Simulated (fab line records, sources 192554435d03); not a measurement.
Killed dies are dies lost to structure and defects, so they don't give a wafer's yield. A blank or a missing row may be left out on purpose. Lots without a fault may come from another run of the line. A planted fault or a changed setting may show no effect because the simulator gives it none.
Which tool did it? | flow n5_finfet | 10 lots, 30 wafers sampled, at 5 steps of a route of 1938

WHAT THE GAUGES READ, wafer by wafer
N5_BEOL_M4_RC_MEAS_101. Usual: DIBL_N 36.3 mV/V, standard deviation 1.2; DIBL_P 36.3 mV/V, standard deviation 1.4; IOFF_N 0.157 nA/um, standard deviation 0.02; IOFF_P 0.22 nA/um, standard deviation 0.033; ION_N 675 uA/um, standard deviation 9.6; ION_P 465 uA/um, standard deviation 8.2; SS_N 71.4 mV/dec, standard deviation 0.45; SS_P 73.3 mV/dec, standard deviation 0.54; VT_N 249.8 mV, standard deviation 2.5; VT_P -249 mV, standard deviation 3.2.
lot  | measured     | on        | DIBL_N (mV/V)  | DIBL_P (mV/V)  | IOFF_N (nA/um)    | IOFF_P (nA/um) | ION_N (uA/um) | ION_P (uA/um) | SS_N (mV/dec)  | SS_P (mV/dec)  | VT_N (mV)         | VT_P (mV)      | flag
L775 | day 10 15:31 | prober-02 | 37.3 37.8 36.0 | 37.8 38.3 35.7 | 0.178 0.186 0.139 | 0.22 0.24 0.19 | 683 679 670   | 471 472 463   | 72.2 72.5 71.3 | 72.9 73.4 72.7 | 244.7 248.3 251.5 | -250 -250 -252 |
L777 | day 10 18:29 | prober-02 | 37.6 35.8 35.3 | 37.5 34.8 34.3 | 0.184 0.135 0.135 | 0.22 0.17 0.17 | 686 662 664   | 470 449 458   | 71.3 71.1 71.0 | 73.1 72.5 72.0 | 244.6 250.2 251.1 | -247 -251 -251 |
L778 | day 11 08:04 | prober-01 | 37.8 37.8 37.6 | 36.3 36.7 35.7 | 0.164 0.176 0.170 | 0.23 0.25 0.23 | 671 688 684   | 462 474 472   | 72.0 71.1 71.6 | 73.7 73.4 73.5 | 251.0 247.2 248.2 | -246 -245 -247 |
L786 | day 12 10:00 | prober-02 | 36.0 36.0 36.0 | 35.9 36.1 36.1 | 0.160 0.152 0.159 | 0.20 0.20 0.20 | 683 672 685   | 463 461 463   | 71.2 71.7 71.2 | 73.4 72.8 72.5 | 249.9 249.2 248.5 | -250 -252 -251 |
L787 | day 13 11:38 | prober-02 | 35.0 35.3 34.5 | 35.0 35.0 33.3 | 0.143 0.149 0.137 | 0.25 0.23 0.21 | 674 677 687   | 464 472 473   | 72.2 71.7 71.4 | 73.6 73.6 73.2 | 251.8 252.1 250.9 | -248 -247 -248 |
L792 | day 13 19:12 | prober-01 | 35.7 37.4 36.5 | 36.1 37.9 36.6 | 0.147 0.182 0.170 | 0.25 0.28 0.26 | 673 675 667   | 469 473 464   | 71.2 71.5 71.8 | 73.3 74.0 73.9 | 249.2 246.1 247.4 | -246 -245 -246 |
L790 | day 13 20:59 | prober-02 | 38.3 37.7 38.1 | 38.4 38.6 38.6 | 0.206 0.195 0.199 | 0.26 0.26 0.26 | 675 675 692   | 463 467 474   | 72.1 72.2 71.5 | 74.6 73.5 73.9 | 247.8 247.5 244.4 | -247 -249 -245 |
L793 | day 14 19:49 | prober-02 | 38.2 34.8 39.5 | 39.2 34.9 40.7 | 0.187 0.119 0.208 | 0.29 0.20 0.34 | 688 665 685   | 471 470 478   | 71.6 70.4 71.7 | 74.1 72.6 74.1 | 249.0 251.8 247.2 | -242 -248 -243 |

WHICH TOOL RAN EACH LOT (tool, then ch and the chambers of the sampled wafers, then the start)
lot  | N5_BEOL_M2_ANNEAL_93         | N5_BEOL_M2_SPUTTER_96        | N5_BEOL_M2_DEP_57               | N5_BEOL_M3_PECVD_72
L775 | pvd_sputter-01, day 9 08:01  | pvd_sputter-01, day 9 08:22  | pecvd-01 ch 0,1, day 9 09:22    | pecvd-01 ch 0,1, day 9 09:38
L777 | pvd_sputter-02, day 9 13:14  | pvd_sputter-02, day 9 13:35  | pecvd-01 ch 0,1,2, day 9 14:34  | pecvd-02 ch 0,1, day 9 14:49
L778 | pvd_sputter-02, day 10 08:03 | pvd_sputter-02, day 10 08:25 | pecvd-01 ch 0,1,2, day 10 09:23 | pecvd-01 ch 0,1,2, day 10 09:38
L786 | pvd_sputter-02, day 10 20:44 | pvd_sputter-02, day 10 21:05 | pecvd-03 ch 0,1,2, day 10 22:08 | pecvd-01 ch 0,1,2, day 10 22:22
L784 | pvd_sputter-03, day 11 01:19 | pvd_sputter-03, day 11 01:40 | pecvd-03 ch 0,1,2, day 11 02:39 | -
L785 | pvd_sputter-03, day 11 15:12 | pvd_sputter-03, day 11 15:34 | pecvd-01 ch 0,1,2, day 11 16:32 | -
L787 | pvd_sputter-01, day 12 00:21 | pvd_sputter-01, day 12 00:43 | pecvd-03 ch 0,1, day 12 01:42   | pecvd-01 ch 0,1,2, day 12 01:56
L792 | pvd_sputter-01, day 12 14:17 | pvd_sputter-01, day 12 14:39 | pecvd-04 ch 0,1, day 12 15:41   | pecvd-04 ch 0,1,2, day 12 15:55
L790 | pvd_sputter-01, day 12 19:26 | pvd_sputter-01, day 12 19:47 | pecvd-03 ch 0,1,2, day 12 20:49 | pecvd-02 ch 0,1, day 12 21:04
L793 | pvd_sputter-03, day 13 08:47 | pvd_sputter-03, day 13 09:09 | pecvd-01 ch 0,1, day 13 10:08   | pecvd-04 ch 0,1, day 13 10:22
- N5_BEOL_M2_ANNEAL_93: time 240 s.
- N5_BEOL_M2_SPUTTER_96: material Cu, target thk 4.5 nm, time 8.29 s.
- N5_BEOL_M2_DEP_57: deposits SiCN from 3MS/NH3, target thk 8 nm, time 14 s.
- N5_BEOL_M3_PECVD_72: deposits SiO2 from TEOS/O2, target thk 16 nm, time 18 s.

WHAT THE TOOLS THEMSELVES READ (means of the sampled wafers that have a number; where no wafer has one, the mark that the record gives instead)
N5_BEOL_M2_ANNEAL_93. Usual: heater_power_w 783 W, standard deviation 68.
lot  | tool           | heater_power_w (W) | flag
L775 | pvd_sputter-01 | 706                |
L777 | pvd_sputter-02 | 835                |
L778 | pvd_sputter-02 | 789                |
L786 | pvd_sputter-02 | 821                |
L784 | pvd_sputter-03 | 800                |
L785 | pvd_sputter-03 | 792                |
L787 | pvd_sputter-01 | 694                |
L792 | pvd_sputter-01 | 706                |
L790 | pvd_sputter-01 | 718                |
L793 | pvd_sputter-03 | 760                |

N5_BEOL_M2_SPUTTER_96. Usual: chuck_gas_flow_sccm 1.26 sccm, standard deviation 0.05; throttle_valve_pct 29.5 %, standard deviation 0.77.
lot  | tool           | chuck_gas_flow_sccm (sccm) | throttle_valve_pct (%) | flag
L775 | pvd_sputter-01 | 1.26                       | 30.1                   |
L777 | pvd_sputter-02 | 1.26                       | 29.2                   |
L778 | pvd_sputter-02 | 1.29                       | 30.1                   |
L786 | pvd_sputter-02 | 1.29                       | 29.7                   |
L784 | pvd_sputter-03 | 1.23                       | 29.2                   |
L785 | pvd_sputter-03 | 1.24                       | 29.6                   |
L787 | pvd_sputter-01 | 1.21                       | 29.5                   |
L792 | pvd_sputter-01 | 1.21                       | 29.0                   |
L790 | pvd_sputter-01 | 1.24                       | 30.5                   |
L793 | pvd_sputter-03 | 1.21                       | 29.6                   |

N5_BEOL_M2_DEP_57. Usual: chamber_pressure_Torr 3.000 Torr, standard deviation 0.0067; rf_fwd_power_W 199.6 W, standard deviation 0.86; showerhead_plenum_p_Torr 3.666 Torr, standard deviation 0.016; throttle_valve_pct 9.1 %, standard deviation 0.64.
lot  | tool     | chamber_pressure_Torr (Torr) | rf_fwd_power_W (W) | showerhead_plenum_p_Torr (Torr) | throttle_valve_pct (%) | flag
L775 | pecvd-01 | 3.001                        | 200.1              | 3.674                           | 9.4                    |
L777 | pecvd-01 | 3.004                        | 199.8              | 3.671                           | 9.3                    |
L778 | pecvd-01 | 3.001                        | 199.7              | 3.670                           | 9.0                    |
L786 | pecvd-03 | 2.997                        | 199.6              | 3.671                           | 9.0                    |
L784 | pecvd-03 | -                            | -                  | -                               | -                      | OFF
L785 | pecvd-01 | -                            | -                  | -                               | -                      | OFF
L787 | pecvd-03 | 3.003                        | 199.5              | 3.676                           | 9.6                    |
L792 | pecvd-04 | 2.998                        | 199.5              | 3.635                           | 9.5                    |
L790 | pecvd-03 | 2.997                        | 199.7              | 3.667                           | 9.0                    |
L793 | pecvd-01 | 2.999                        | 200.3              | 3.673                           | 9.5                    |

N5_BEOL_M3_PECVD_72. Usual: heater_power_w 700 W, standard deviation 86; showerhead_plenum_p_Torr 8.79 Torr, standard deviation 0.08; throttle_valve_pct 22.8 %, standard deviation 1.1.
lot  | tool     | heater_power_w (W) | showerhead_plenum_p_Torr (Torr) | throttle_valve_pct (%) | flag
L775 | pecvd-01 | 763                | 8.80                            | 23.1                   |
L777 | pecvd-02 | 693                | 8.80                            | 23.2                   |
L778 | pecvd-01 | 713                | 8.82                            | 22.3                   |
L786 | pecvd-01 | 779                | 8.81                            | 22.4                   |
L787 | pecvd-01 | 739                | 8.81                            | 22.3                   |
L792 | pecvd-04 | 573                | 8.70                            | 21.9                   |
L790 | pecvd-02 | 739                | 8.81                            | 23.5                   |
L793 | pecvd-04 | 561                | 8.72                            | 22.7                   |

THE ANSWER, worked out from the rows above alone
Rule: a lot is off if the mean of its wafers that have a number lies more than 3 standard deviations from the usual mean. A lot without any number at a reading at which 4 lots or more have one is off too. The other lots that the step has rows for count as sound. The gauges are gone through in route order, then the tools' own readings, and for those a lot's mean is taken as printed above. The first step at which some lot is off is used, and at that step the reading that is off furthest; a lot without a number counts as furthest.
Off: L784, L785, at N5_BEOL_M2_DEP_57 (chamber_pressure_Torr). Without a number there: L784, L785.
A tool fits if, at that step or a process step before it, it ran every lot that is off, and no sound lot after the first of them. None of those tried fits.

WHAT THE SIMULATOR HAD PUT IN
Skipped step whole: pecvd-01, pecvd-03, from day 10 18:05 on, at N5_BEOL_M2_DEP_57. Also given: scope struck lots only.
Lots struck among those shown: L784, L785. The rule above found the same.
